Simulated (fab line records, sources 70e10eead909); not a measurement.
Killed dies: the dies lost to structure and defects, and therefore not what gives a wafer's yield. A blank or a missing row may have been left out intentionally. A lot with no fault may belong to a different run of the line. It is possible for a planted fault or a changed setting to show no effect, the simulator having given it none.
A struck lot beside a sound one / flow nandHarc / 14 out of 1159 route steps
Sound: these wafers, L156.1, L156.2, L156.5. Struck: wafer L167.5 (L167.1, L167.3, from the same lot, were not struck and are left out); the cause is given at the end.
For every step that has rows: the tool of each side, followed by ch and its chambers, followed by its first start. Under that, the readings that differ: sound wafers / struck wafers / difference of the means / sigmas: that difference in standard deviations of wafers without a fault.
alike: a reading whose means differ by less than 2 such deviations, as well as words and numbers matching on both sides. not compared: withheld readings; readings where some wafer has no value; bounds like >300 that might hide an equal value; numbers whose values overlap and for which the record gives no deviation.
Wherever a step has rows on one side only, a row that says differs or no value, or a row with sigmas, the two part there. Non-overlapping numbers with no deviation appear without sigmas and do not part them. Lack of a reading on every wafer of one side parts them only where that side has two or more wafers.

first, 8 steps without rows for these wafers: NHARC_A_BONDPAD_HMDS_02 (time 30 s); NHARC_A_BONDPAD_COAT_33 (time 65 s); NHARC_A_BONDPAD_COAT_03 (resist thk 600 nm); NHARC_A_BONDPAD_SOFTBAKE_04 (time 70 s); NHARC_A_BONDPAD_EBR_05; NHARC_A_BONDPAD_EXPOSE_06 (exposes mask A BPAD); NHARC_A_BONDPAD_PEB_07 (peb time 80 s); NHARC_A_BONDPAD_DEVELOP_08 (time 50 s).
NHARC_A_BONDPAD_CD_MEAS_09: target cd 500 nm.
  sound on cdSem-01 ch 0, day 18 10:01; struck on cdSem-03 ch 0, day 20 21:10
  alike: cdNm
NHARC_A_BONDPAD_OVL_MEAS_35:
  sound on overlay-01, day 18 10:07; struck on overlay-01, day 20 21:15
  alike: overlayXNm, overlayYNm
then, 1 step without rows for these wafers: NHARC_A_BONDPAD_HARDBAKE_10 (time 65 s).
NHARC_A_BONDPAD_DESCUM_11: chemistry O2, time 3 s.
  sound on rieDiel-04 ch 1,3, day 18 10:14; struck on rieDiel-04 ch 2, day 20 21:23
reading=oesProductAu (a.u.); sound=1.013 1.011 1.002; struck=0.993; difference=-0.016; sigmas=-2
  alike: drypumpMotorCurrentA, o2FlowSccm, rfVppV, showerheadPlenumPTorr, throttleValvePct
  not compared: rfHoursCounterH
NHARC_A_BONDPAD_ETCH_34: etches the open film in N2/H2, target depth 60 nm, overetch 18 nm, time 65.91 s.
  sound on rieDiel-04 ch 1,2,3, day 18 10:19; struck on rieDiel-04 ch 0, day 20 21:28
reading=runLengthS (s); sound=86.8 87.8 87.1; struck=64.8; difference=-22.4; sigmas=-56
  alike: drypumpMotorCurrentA, n2FlowSccm, oesProductAu, rfVppV, showerheadPlenumPTorr, throttleValvePct
  not compared: rfHoursCounterH
NHARC_A_BONDPAD_ETCH_12: etches the open film in CHF3/O2, target depth 220 nm, time 110 s.
  sound: rieDiel-04 ch 1,2,3; struck: rieDiel-04 ch 3
  alike: drypumpMotorCurrentA, o2FlowSccm, oesProductAu, rfVppV, runLengthS, showerheadPlenumPTorr, throttleValvePct
  not compared: rfHoursCounterH

## WHERE THEY PART
Earliest at NHARC_A_BONDPAD_DESCUM_11; latest, in this record, at NHARC_A_BONDPAD_ETCH_34. Later steps at which nothing parts them and some readings are alike: NHARC_A_BONDPAD_ETCH_12.

WHY: the cause the simulator had injected
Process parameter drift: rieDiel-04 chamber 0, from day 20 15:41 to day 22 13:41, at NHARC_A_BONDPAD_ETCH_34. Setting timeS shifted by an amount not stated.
